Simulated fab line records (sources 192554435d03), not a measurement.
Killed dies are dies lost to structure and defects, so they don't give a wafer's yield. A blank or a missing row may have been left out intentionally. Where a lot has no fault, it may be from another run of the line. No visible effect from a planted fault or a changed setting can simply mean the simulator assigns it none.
One fault through the eyes of 3 desks :: flow n5_finfet :: each desk has only its own numbers; what lay behind them comes last

== THE DEFECT DESK ==
Inspection counts along the route, by lot: the mean over sampled wafers that carry a number. The brackets show how far a lot's mean lies from the usual mean; more than 4 standard deviations puts the lot out of limits, marked OUT.
Columns: A = raw_defect_count at N5_BEOL_M12_INSPECT_30, usual 2.2
lot: L363
first seen here: day 11 08:56
A: 2.3

lot: L372
first seen here: day 13 15:15
A: 2.0

lot: L375
first seen here: day 14 18:09
A: 1.0

lot: L380
first seen here: day 15 20:17
A: 3.5

lot: L384
first seen here: day 16 09:14
A: 1.5

lot: L382
first seen here: day 16 12:11
A: 1.5

lot: L385
first seen here: day 17 02:18
A: 1.0
Finding of this desk: none of the 7 lots has anything out of limits.

== METROLOGY DESK ==
Means of the sampled wafers that have a number, per lot and without regard to the tool the lot ran on: this is what the gauges read. The brackets show how far a lot's mean lies from the usual mean; more than 4 standard deviations puts the lot out of limits, marked OUT.
Columns: A = cd_nm at N5_BEOL_M12_CD_MEAS_28, usual 159.1 nm; B = M12_OVL at N5_BEOL_M12_OVL_MEAS_29, usual 0 nm
lot: L363
first seen here: day 11 08:52
A: 159.6
B: 9

lot: L372
first seen here: day 13 15:11
A: 156.9
B: 3

lot: L375
first seen here: day 14 18:05
A: 160.0
B: 0

lot: L380
first seen here: day 15 20:14
A: 159.3
B: 2

lot: L384
first seen here: day 16 09:11
A: 159.3
B: 2

lot: L382
first seen here: day 16 12:07
A: 158.7
B: 2

lot: L385
first seen here: day 17 02:15
A: 159.5
B: 5
Finding of this desk: none of the 7 lots has anything out of limits.

== FOR THE TOOL OWNER'S DESK: rie_diel-01 ==
The tool's own readings at N5_BEOL_M12_ETCH_68 (etches SOC in N2/H2, time 285 s): means of the sampled wafers that have a number, for each lot that ran on this tool. The brackets show how far a lot's mean lies from the usual mean; more than 4 standard deviations puts the lot out of limits, marked OUT.
Columns: A = drypump_motor_current_A at N5_BEOL_M12_ETCH_68, usual 5.9 A; B = oes_product_au at N5_BEOL_M12_ETCH_68, usual 0.78 a.u.; C = rf_vpp_V at N5_BEOL_M12_ETCH_68, usual 523.7 V; D = showerhead_plenum_p_Torr at N5_BEOL_M12_ETCH_68, usual 2.54 Torr; E = throttle_valve_pct at N5_BEOL_M12_ETCH_68, usual 17.78 %
lot: L372
first seen here: day 13 15:28
A: 6.0
B: 0.76
C: 524.4
D: 2.54
E: 17.76

lot: L375
first seen here: day 14 18:30
A: 6.2
B: 0.83
C: 523.3
D: 2.56
E: 17.56

lot: L380
first seen here: day 15 21:01
A: 6.1
B: 0.86
C: 525.6
D: 2.64
E: 17.49

lot: L384
first seen here: day 16 09:27
A: 6.1
B: 0.85
C: 526.6
D: 2.63
E: 17.51

lot: L382
first seen here: day 16 12:29
A: 5.7
B: 0.76
C: 524.4
D: 2.59
E: 17.84
Finding of this desk: none of the 5 lots has anything out of limits.

== BROUGHT TOGETHER ==
Nothing the defect desk looked at was out of limits.
From the metrology desk's view, nothing was out of limits.
The desk of the tool owner found nothing out of limits.

== WHAT THE SIMULATOR HAD INSERTED ==
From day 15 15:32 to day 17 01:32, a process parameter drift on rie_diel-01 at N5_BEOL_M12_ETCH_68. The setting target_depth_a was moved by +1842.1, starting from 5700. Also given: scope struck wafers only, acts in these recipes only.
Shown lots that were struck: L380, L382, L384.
